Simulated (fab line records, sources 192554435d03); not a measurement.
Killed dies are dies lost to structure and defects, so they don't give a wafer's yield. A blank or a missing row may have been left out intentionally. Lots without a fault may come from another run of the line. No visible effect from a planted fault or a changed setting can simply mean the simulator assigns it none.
A lot that was struck, set against a sound lot / flow n5-finfet / 16 steps out of a route of 1938
Sound: these wafers, L907.2, L907.3, L907.5. Wafers struck: L926.2, L926.5, L926.6. The cause is given at the end.
Per side, at each step with rows, come the tool, then ch with its chambers, and then its first start. Under that, the readings that differ: sound wafers / struck wafers / difference of the means / sigmas: that difference in standard deviations of wafers without a fault.
alike: readings with means less than 2 such deviations apart, plus words and numbers identical on both sides. not compared: withheld readings, readings lacking a value on some wafer, bounds such as >300 that could conceal the same value, and numbers that have no deviation in the record and whose values overlap.
A row with sigmas, a row that says differs or no value, or rows on one side alone: a step with any of these is where the two part. Numbers that have no deviation but don't overlap get no sigmas and don't part them. Lack of a reading on every wafer of one side parts them only where that side has two or more wafers.

first, 3 steps without rows for these wafers: N5_DUMMY_REMOVAL_PRECLEAN_04 (cleans in DHF, time 37 s); N5_DUMMY_REMOVAL_SRD_05 (time 30 s); N5_HKMG_FIN_IL_REGROW_00 (material SiO2, chemistry O3, target thk 0.75 nm, time 30 s).
N5_HKMG_FIN_HK_ALD_01: deposits HfO2, target thk 1.6 nm, pulse time 3 s, purge time 3 s.
  sound on ald-hk-01 ch 1,2,3, day 3 22:50; struck on ald-hk-03 ch 2,3, day 8 18:49
  alike: precursor-pulse-height-rel
N5_HKMG_FIN_HK_ANNEAL_02: time 30 s.
  sound on rtp-anneal-01 ch 0, day 3 23:03; struck on rtp-anneal-02 ch 0, day 8 19:02
  alike: lamp-power-pct, wafer_temp_C_max
N5_HKMG_FIN_ALD_74: deposits La2O3, target thk 0.5 nm, pulse time 6 s, co reactant pulse time 1 s.
  sound on ald-hk-03 ch 2,3, day 3 23:14; struck on ald-hk-01 ch 0,1,3, day 8 19:13
  alike: heater-power-w, precursor-pulse-height-rel
N5_HKMG_FIN_ALD_75: deposits Al2O3, target thk 1 nm, co reactant pulse time 1 s.
  sound on ald-hk-03 ch 2,3, day 3 23:19; struck on ald-hk-01 ch 0,1,3, day 8 19:22
  alike: heater-power-w, precursor-pulse-height-rel
then, 5 steps without rows for these wafers: N5_HKMG_FIN_COAT_41 (time 60 s, resist thk 300 nm); N5_HKMG_FIN_COAT_42 (time 60 s, resist thk 35 nm); N5_HKMG_FIN_COAT_43 (resist thk 90 nm); N5_HKMG_FIN_EBR_45; N5_HKMG_FIN_SOFTBAKE_44 (time 60 s).
N5_HKMG_FIN_EXPOSE_46: exposes mask NDIPOLE.
  sound on arfi-scanner-03 ch 0, day 3 23:40; struck on arfi-scanner-03 ch 0, day 8 19:40
reading=model.HKMG_FIN.overlay-x-nm (nm); sound=0 0 0; struck=1 1 1; difference=+1; sigmas=
  alike: mask
then, 1 step without rows for these wafers: N5_HKMG_FIN_PEB_47 (peb time 60 s).
-- a jump in the record: the struck wafers' starts before and after are 4 days apart (it breaks off in module HKMG_FIN and resumes in module BEOL_M4, where the first step shown is number 1111 of the route) --
N5_BEOL_M4_RC_MEAS_101:
  sound on prober-02 ch 0, day 7 12:20; struck on prober-01 ch 0, day 12 11:51
  alike: DIBL_N, DIBL_P, IOFF_N, IOFF_P, ION_N, ION_P, SS_N, SS_P, VT_N, VT_P
-- here the record skips 4 days between the struck wafers' starts before and after, leaving off in module BEOL_M4 and picking up in module PASSIVATION (first step shown: number 1936 of the route) --
N5_PASSIVATION_PROBE_49:
  sound on prober-02, day 11 18:26; struck on prober-02, day 16 21:01
reading=sort_bin_4_leakage (%); sound=0.08 0 0; struck=0 0 0; difference=+0; sigmas=-4
  alike: defect-limited-yield, killed_at_M0_to_M3, killed_at_M4_up, killed-at-contacts, killed-at-front-end, killed-at-other, killed-dies, killed-on-rim, killed-open, killed-short, sort_bin_5_function, sort_bin_6_memory, sort-n-pass, sort-yield-pct

## WHERE THEY PART
Only at N5_PASSIVATION_PROBE_49, within this record.

WHY: what had been put in by the simulator
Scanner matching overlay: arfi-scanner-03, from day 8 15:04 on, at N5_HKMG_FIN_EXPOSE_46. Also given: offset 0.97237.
